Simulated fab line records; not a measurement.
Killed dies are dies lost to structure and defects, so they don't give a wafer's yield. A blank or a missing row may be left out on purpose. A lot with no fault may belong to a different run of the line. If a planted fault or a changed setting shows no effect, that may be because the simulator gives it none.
Split-lot study ; flow n5 finfet ; on a route of 1938 steps: 7 lots, 21 wafers read

THE SPLIT
At N5_BEOL_M3_VIA_ETCH_34 (etches the open film in C4F6/O2, target depth 69.4 nm, time 65.9 s), the setting time s was moved away from the recipe's 65.9 s on 7 of the 21 wafers read, by -17.3% to -14.1%. For the rest of the wafers, this setting stayed at what the recipe calls for.

The split's own step is where the reading is taken.

THE READING
etch.depth nm (the simulator's own value, which no gauge read), in nm, at N5_BEOL_M3_VIA_ETCH_34 (etches the open film in C4F6/O2, target depth 69.4 nm, time 65.9 s). The file gives no usual value for it. Average 68.74 nm, standard deviation 1.5 nm, over the 14 wafers here run with the recipe.

wafer;tool, chamber at the split;time s as run, s;against the recipe;etch.depth nm, nm;against lot-mates on the recipe
L074.1;rie diel-02, 3;65.9;recipe;67.36;-
L074.3;rie diel-02, 1;65.9;recipe;68.73;-
L074.5;rie diel-02, 3;65.9;recipe;67.42;-
L077.1;rie diel-02, 1;56.11;-14.9%;58.81;-8.61
L077.2;rie diel-02, 3;56.11;-14.9%;57.86;-9.56
L077.4;rie diel-02, 0;65.9;recipe;67.42;-
L076.1;rie diel-05, 2;65.9;recipe;68;-
L076.4;rie diel-05, 3;65.9;recipe;67.9;-
L076.6;rie diel-05, 2;65.9;recipe;67.41;-
L079.1;rie diel-03, 1;54.51;-17.3%;61.21;no lot-mate on the recipe
L079.2;rie diel-03, 2;54.51;-17.3%;57.96;no lot-mate on the recipe
L079.6;rie diel-03, 2;54.51;-17.3%;57.47;no lot-mate on the recipe
L083.1;rie diel-03, 1;56.58;-14.1%;62.65;-7.65
L083.2;rie diel-03, 3;56.58;-14.1%;58.57;-11.73
L083.5;rie diel-03, 2;65.9;recipe;70.3;-
L086.2;rie diel-03, 1;65.9;recipe;71.12;-
L086.3;rie diel-03, 0;65.9;recipe;70.51;-
L086.6;rie diel-03, 1;65.9;recipe;71.66;-
L087.1;rie diel-05, 0;65.9;recipe;67.58;-
L087.3;rie diel-05, 3;65.9;recipe;68.22;-
L087.6;rie diel-05, 3;65.9;recipe;68.71;-

FIT RESULTS
A straight line over all 21 wafers: etch.depth nm changes by +0.603 nm for each +1% of time s; r = +0.94; the points scatter about the line by 1.7 nm.
The same after taking each lot's own level away (the mean of its wafers on the recipe; 18 wafers): +0.646 nm for each +1%; r = +0.98; scatter 0.89 nm.
On that fit, the largest move of time s shifts the reading by 11 nm.
Measured against the standard deviation above, the lots' own levels, which go from 67.420 to 71.097 nm, span 2.5 times it.
So the lot-to-lot level changes the slope little: the two slopes agree.
Check: with one of the wafers moved furthest among these (-14.9%) left out of the fit, the line predicts -9.96 nm for it against its lot-mates. It came out at -8.61 nm against them.

THESE WAFERS: OTHER SPLITS
These wafers also went through other splits before the reading. Each is held against what the fit with the lots' levels taken away leaves over:
other split on the same wafers;wafers away from the commonest value;r with etch.depth nm (lot level and that fit taken away)
N5_BEOL_M1_VIA_ETCH_34 time s;9;-0.19
N5_BEOL_M2_COAT_62 spin rpm;5;+0.11
N5_BEOL_M2_ETCH_74 source w;6;-0.40
N5_BEOL_M3_PECVD_72 time s;8;+0.30
N5_BEOL_M3_COAT_73 spin rpm;7;+0.12

FILE'S OWN FIT
etch.depth nm changes by +0.646 nm for each +1% of time s, r = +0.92.
